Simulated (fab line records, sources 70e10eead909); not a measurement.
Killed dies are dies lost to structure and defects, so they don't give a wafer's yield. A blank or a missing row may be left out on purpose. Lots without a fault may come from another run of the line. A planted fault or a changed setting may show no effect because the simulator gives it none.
fab line records | flow nand_harc
record lots=12 wafers=36 last_day=35
route steps=1302 shown P_ZERO_WELL@14 P_STI@84
lots that met no fault: from a run of the same line without faults
start_h: hours from the record's first day to the start of the lot's first wafer shown | wait_h: hours since the lot's step before | " the same as in the row above | L1.1+2: a row that stands for several wafers | - no value, or no start given | * or withheld: withheld | < > ~ a bound
route shown NAME@n: a module of which the file shows steps, and the number in the route of the first | usual: mean/standard deviation of fault-free wafers | same: alike in all rows | chamber/n: place in a boat | sites: the reading at each site | _std_site: their standard deviation | _edge_site: outer sites' mean less inner sites' | radius_mm: how far each site lies from the wafer's centre | mask NAME#n: copy n | behind: the tool/chamber that last shaped the wafer | hold: why the lot was held/for how many hours/how that ended | device: the transistor (n, p or np) that didn't switch | end of line: the same wafers' tests at the end of the route | a step without rows: its recipe alone | killed: dies lost to structure and defects at the first sort, not the wafer's yield | map: a wafer's dies, x killed, . not, _ none there
set.NAME: the setting as run; set.NAME@STEP: as run at that earlier step | model.NAME: the simulator's own value behind a step, which no gauge read
steps of the route over a sample of lots; a table a step, a row a wafer
services: from which hour (start_h, from the record's first day; less than 0 if before it) a tool's chamber was out of use, for how many hours, and why
## steps
# step NHARC_P_ZERO_WELL_CD_MEAS_11
# recipe target_cd_nm=500 landing_energy_ev=500
# usual cd_nm=499.4/1.6
# columns lot.wafer tool chamber start_h wait_h cd_nm
L168.3 cd_sem-02 0 31.24 - 500.2
L168.4 " 0 " " 498.9
L168.6 " 0 " " 503.4
L170.1 cd_sem-01 0 51.12 - 501.6
L170.2 " 0 " " 498.6
L170.3 " 0 " " 498.8
L172.2 cd_sem-03 0 71.12 - 500.7
L172.4 " 0 " " 500.0
L172.5 " 0 " " 498.5
L181.1 cd_sem-02 0 161.24 - 498.4
L181.2 " 0 " " 500.6
L181.4 " 0 " " 499.6
L182.1 cd_sem-02 0 171.15 - 499.0
L182.5 " 0 " " 500.0
L182.6 " 0 " " 500.3
L183.2 cd_sem-03 0 181.31 - 499.2
L183.3 " 0 " " 500.7
L183.6 " 0 " " 499.9
L184.1 cd_sem-03 0 191.18 - 499.8
L184.4 " 0 " " 498.9
L184.5 " 0 " " 500.4
L185.1 cd_sem-03 0 201.23 - 501.0
L185.3 " 0 " " 497.0
L185.5 " 0 " " 497.8
L186.3 cd_sem-01 0 211.25 - 496.6
L186.5 " 0 " " 495.6
L186.6 " 0 " " 497.9
L188.3 cd_sem-01 0 231.25 - 498.9
L188.5 " 0 " " 498.6
L188.6 " 0 " " 500.7
L189.2 cd_sem-02 0 241.19 - 499.7
L189.3 " 0 " " 501.6
L189.5 " 0 " " 503.1
L190.2 cd_sem-01 0 251.24 - 497.6
L190.3 " 0 " " 498.3
L190.4 " 0 " " 499.7
# step NHARC_P_ZERO_WELL_ETCH_62
# recipe target_depth_a=130 time_s=6.5 chf3_flow_sccm=50 ar_flow_sccm=200 rf_w=500 bias_w=200 chemistry=CHF3/Ar
# usual chamber_pressure_mTorr=25.000/0.023 drypump_motor_current_A=5.9/0.52 oes_product_au=0.961/0.017 rf_vpp_V=370.0/1.8 showerhead_plenum_p_Torr=2.32/0.073 throttle_valve_pct=20.218/0.0087
# columns lot.wafer tool chamber start_h wait_h chamber_pressure_mTorr drypump_motor_current_A oes_product_au rf_hours_counter_h rf_vpp_V showerhead_plenum_p_Torr throttle_valve_pct
L168.4 rie_diel-05 1 - - 24.980 4.9 0.970 53 374.9 2.44 20.220
L168.3 " 0 " " 25.023 6.0 0.973 39 370.2 2.26 20.213
L168.6 " 2 " " 24.996 5.7 0.963 - 368.0 2.23 20.214
L170.2 rie_diel-05 2 - - 25.031 5.7 0.998 61 368.1 2.23 20.216
L170.1 " 3 " " 25.013 5.2 0.968 68 373.4 2.45 20.215
L170.3 " 0 " " 24.966 6.0 0.967 47 368.7 2.26 20.224
L172.2 rie_diel-04 0 - - 25.016 5.5 0.939 23 372.2 2.34 20.206
L172.4 " 2 " " 25.004 5.2 0.936 17 372.0 2.43 20.225
L172.5 " 3 " " 25.030 6.6 0.927 - 367.8 2.21 20.210
L181.2 rie_diel-01 2 - - 24.965 6.2 0.956 35 370.5 2.33 20.213
L181.1 " 3 " " 24.999 6.4 0.945 39 369.9 2.34 20.223
L181.4 " 1 " " 25.012 6.1 0.962 42 369.6 2.35 20.231
L182.1 rie_diel-05 0 - - 24.955 6.0 0.954 35 368.9 2.25 20.219
L182.5 " 3 " " 25.024 5.2 0.979 - 372.9 2.44 20.219
L182.6 " 0 " " 24.935 6.0 0.955 - 367.8 2.25 20.217
L183.2 rie_diel-01 3 - - 24.940 6.3 0.949 47 369.5 2.34 20.229
L183.3 " 1 " " 24.983 6.1 0.958 51 371.6 2.35 20.207
L183.6 " 3 " " 25.032 6.3 0.944 - 371.8 2.34 20.208
L184.4 rie_diel-01 3 - - 24.987 6.3 0.954 50 371.1 2.34 20.210
L184.1 " 1 " " 24.994 6.1 0.988 54 370.3 2.35 20.222
L184.5 " 3 " " 25.023 6.3 0.958 - 370.5 2.34 20.227
L185.1 rie_diel-04 2 - - 24.982 5.3 0.945 6 372.4 2.41 20.218
L185.3 " 0 " " 25.014 5.4 0.932 4 369.5 2.33 20.193
L185.5 " 2 " " 24.984 5.3 0.943 - 372.5 2.41 20.223
L186.3 rie_diel-04 2 - - 24.939 5.2 0.980 9 371.3 2.41 20.230
L186.5 " 3 " " 24.983 6.6 0.955 - 367.2 2.19 20.223
L186.6 " 0 " " 25.000 5.5 0.952 - 368.9 2.32 20.215
L188.3 rie_diel-04 3 - - 25.007 6.5 0.965 13 367.7 2.19 20.233
L188.6 " 3 " " 24.978 6.5 0.952 - 367.6 2.19 20.227
L188.5 " 0 " " 25.006 5.5 0.955 - 369.8 2.32 20.235
L189.3 rie_diel-04 3 - - 25.010 6.6 0.983 17 366.1 2.19 20.228
L189.2 " 0 " " 24.967 5.5 0.968 17 370.6 2.32 20.218
L189.5 " 0 " " 25.025 5.4 0.970 - 368.1 2.32 20.216
L190.4 rie_diel-04 3 - - 25.029 6.6 0.955 19 366.9 2.19 20.204
L190.2 " 0 " " 24.997 5.5 0.975 19 370.8 2.32 20.230
L190.3 " 2 " " 25.010 5.2 0.971 23 371.6 2.40 20.207
# step NHARC_P_ZERO_WELL_EXPOSE_21
# recipe na=0.6 target_cd_nm=720 dose_mj=22.31 mask_id=P_NWELL
# usual reticle_temp_C=23.00/0.099
# columns lot.wafer tool chamber start_h wait_h mask reticle_temp_C
L168.3 krf_scanner-03 0 32.32 - P_NWELL#0 23.03
L168.4 " 0 " " P_NWELL#0 23.12
L168.6 " 0 " " P_NWELL#0 23.05
L170.1 krf_scanner-04 0 52.30 - P_NWELL#0 23.11
L170.2 " 0 " " P_NWELL#0 23.13
L170.3 " 0 " " P_NWELL#0 23.07
L172.2 krf_scanner-01 0 73.15 - P_NWELL_R1#0 23.13
L172.4 " 0 " " P_NWELL_R1#0 22.91
L172.5 " 0 " " P_NWELL_R1#0 23.18
L181.1 krf_scanner-03 0 162.33 - P_NWELL#0 23.14
L181.2 " 0 " " P_NWELL#0 22.96
L181.4 " 0 " " P_NWELL#0 23.03
L182.1 krf_scanner-03 0 172.21 - P_NWELL#0 23.17
L182.5 " 0 " " P_NWELL#0 23.07
L182.6 " 0 " " P_NWELL#0 23.14
L183.2 krf_scanner-03 0 182.48 - P_NWELL#0 23.09
L183.3 " 0 " " P_NWELL#0 23.16
L183.6 " 0 " " P_NWELL#0 22.98
L184.1 krf_scanner-03 0 192.29 - P_NWELL#0 22.92
L184.4 " 0 " " P_NWELL#0 22.83
L184.5 " 0 " " P_NWELL#0 22.95
L185.1 krf_scanner-01 0 204.29 - P_NWELL#0 23.10
L185.3 " 0 " " P_NWELL#0 22.93
L185.5 " 0 " " P_NWELL#0 23.18
L186.3 krf_scanner-04 0 212.45 - P_NWELL#0 22.89
L186.5 " 0 " " P_NWELL#0 22.93
L186.6 " 0 " " P_NWELL#0 22.92
L188.3 krf_scanner-01 0 232.64 - P_NWELL#0 22.94
L188.5 " 0 " " P_NWELL#0 22.76
L188.6 " 0 " " P_NWELL#0 22.90
L189.2 krf_scanner-01 0 242.26 - P_NWELL#0 23.04
L189.3 " 0 " " P_NWELL#0 22.83
L189.5 " 0 " " P_NWELL#0 22.96
L190.2 krf_scanner-04 0 252.43 - P_NWELL#0 22.96
L190.3 " 0 " " P_NWELL#0 22.86
L190.4 " 0 " " P_NWELL#0 23.01
# step NHARC_P_ZERO_WELL_CD_MEAS_24
# recipe target_cd_nm=720 landing_energy_ev=500
# usual cd_nm=720.0/1.9
# columns lot.wafer tool chamber start_h wait_h hold cd_nm
L168.3 cd_sem-02 0 32.47 - - 721.7
L168.4 " 0 " " - 721.8
L168.6 " 0 " " - 721.3
L170.1 cd_sem-03 0 52.46 - - 720.5
L170.2 " 0 " " - 723.0
L170.3 " 0 " " - 723.5
L172.2 cd_sem-03 0 73.30 - await_dispo/0.2h/release 692.3
L172.4 " 0 " " await_dispo/0.2h/release 696.2
L172.5 " 0 " " await_dispo/0.2h/release 694.9
L172.2 cd_sem-03 0 - - - 692.3
L172.4 " 0 " " - 696.3
L172.5 " 0 " " - 694.7
L181.1 cd_sem-03 0 162.48 - - 718.5
L181.2 " 0 " " - 719.4
L181.4 " 0 " " - 719.1
L182.1 cd_sem-01 0 172.37 - - 717.2
L182.5 " 0 " " - 717.5
L182.6 " 0 " " - 717.6
L183.2 cd_sem-01 0 182.63 - - 718.2
L183.3 " 0 " " - 718.6
L183.6 " 0 " " - 717.4
L184.1 cd_sem-03 0 192.45 - - 720.4
L184.4 " 0 " " - 719.0
L184.5 " 0 " " - 720.9
L185.1 cd_sem-02 0 204.45 - - 724.5
L185.3 " 0 " " - 721.1
L185.5 " 0 " " - 721.4
L186.3 cd_sem-03 0 212.60 - - 718.2
L186.5 " 0 " " - 721.5
L186.6 " 0 " " - 723.1
L188.3 cd_sem-03 0 232.79 - - 721.5
L188.5 " 0 " " - 719.9
L188.6 " 0 " " - 721.5
L189.2 cd_sem-01 0 242.43 - - 718.6
L189.3 " 0 " " - 717.3
L189.5 " 0 " " - 722.2
L190.2 cd_sem-01 0 252.58 - - 721.8
L190.3 " 0 " " - 717.2
L190.4 " 0 " " - 719.8
# step NHARC_P_STI_OVL_MEAS_10
# usual overlay_x_nm=0/5.2 overlay_y_nm=-1/7
# columns lot.wafer tool chamber start_h wait_h overlay_x_nm overlay_y_nm
L168.3 overlay-01 - 52.94 - 1 -8
L168.4 " - " " 1 -8
L168.6 " - " " 1 -8
L170.1 overlay-02 - 74.74 - 1 13
L170.2 " - " " 1 13
L170.3 " - " " 1 14
L172.2 overlay-02 - 107.17 - 5 3
L172.4 " - " " 6 3
L172.5 " - " " 6 3
L181.1 overlay-02 - 185.29 - 6 -5
L181.2 " - " " 6 -5
L181.4 " - " " 6 -5
L182.1 overlay-02 - 192.32 - -2 1
L182.5 " - " " -1 1
L182.6 " - " " -2 1
L183.2 overlay-02 - 202.68 - -11 10
L183.3 " - " " -11 10
L183.6 " - " " -11 11
L184.1 overlay-02 - 212.26 - 6 -2
L184.4 " - " " 7 -2
L184.5 " - " " 6 -2
L185.1 overlay-02 - 227.59 - -9 -4
L185.3 " - " " -9 -5
L185.5 " - " " -10 -5
L186.3 overlay-01 - 235.07 - -5 4
L186.5 " - " " -5 4
L186.6 " - " " -5 4
L188.3 overlay-01 - 254.59 - 5 8
L188.5 " - " " 4 8
L188.6 " - " " 5 8
L189.2 overlay-01 - 264.33 - 5 -8
L189.3 " - " " 5 -8
L189.5 " - " " 6 -8
L190.2 overlay-01 - 278.21 - -6 -10
L190.3 " - " " -6 -9
L190.4 " - " " -6 -10
## services
# columns tool chamber start_h hours kind
krf_scanner-04 - 10.00 4.0 pm
rie_diel-04 0 11.38 - clean
rie_diel-04 1 11.38 - clean
rie_diel-04 2 11.38 - clean
rie_diel-04 1 27.72 5.4 repair
rie_diel-01 - 27.92 9.0 pm
krf_scanner-03 - 52.00 4.0 pm
rie_diel-05 - 52.69 9.0 pm
rie_diel-04 2 54.21 8.5 repair
krf_scanner-03 - 99.68 1.9 repair
rie_diel-01 0 111.14 2.7 repair
rie_diel-04 1 121.53 6.0 repair
rie_diel-05 1 123.19 4.1 repair
krf_scanner-03 - 131.21 0.2 repair
krf_scanner-01 - 140.00 4.0 pm
rie_diel-04 3 155.09 15.0 repair
rie_diel-04 3 177.06 9.2 repair
rie_diel-04 - 179.38 9.0 pm
rie_diel-05 2 179.65 3.3 repair
krf_scanner-04 - 182.00 4.0 pm
rie_diel-05 3 189.40 6.6 repair
rie_diel-01 - 205.01 9.0 pm
krf_scanner-03 - 218.63 8.7 repair
rie_diel-05 - 230.70 9.0 pm
## key
first_sign step=NHARC_P_ZERO_WELL_EXPOSE_21 reading=mask direction=changed
effect step=NHARC_P_ZERO_WELL_CD_MEAS_24 reading=visit direction=added
effect step=NHARC_P_ZERO_WELL_CD_MEAS_24 reading=cd_nm direction=down sigmas=14 usual=720.0 struck=694.5
met_at NHARC_P_ZERO_WELL_EXPOSE_21
struck_lots L172
tester_left_out L172
not_acting_at NHARC_P_ZERO_WELL_CD_MEAS_11,NHARC_P_ZERO_WELL_ETCH_62,NHARC_P_STI_OVL_MEAS_10
fault kind=wrong_mask tool=any chamber=- onset_h=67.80 steps=NHARC_P_ZERO_WELL_EXPOSE_21 aux_copy=P_NWELL_R1#0 cd_offset_nm=-26.105 scope=struck_lots_only
# tester_left_out: of these lots the tester's yield and bins aren't shown, on N5 and GAA mostly nor the transistor test; their killed dies are dies lost to structure and defects alone, not to doping, threshold or leakage, so they don't give the yield
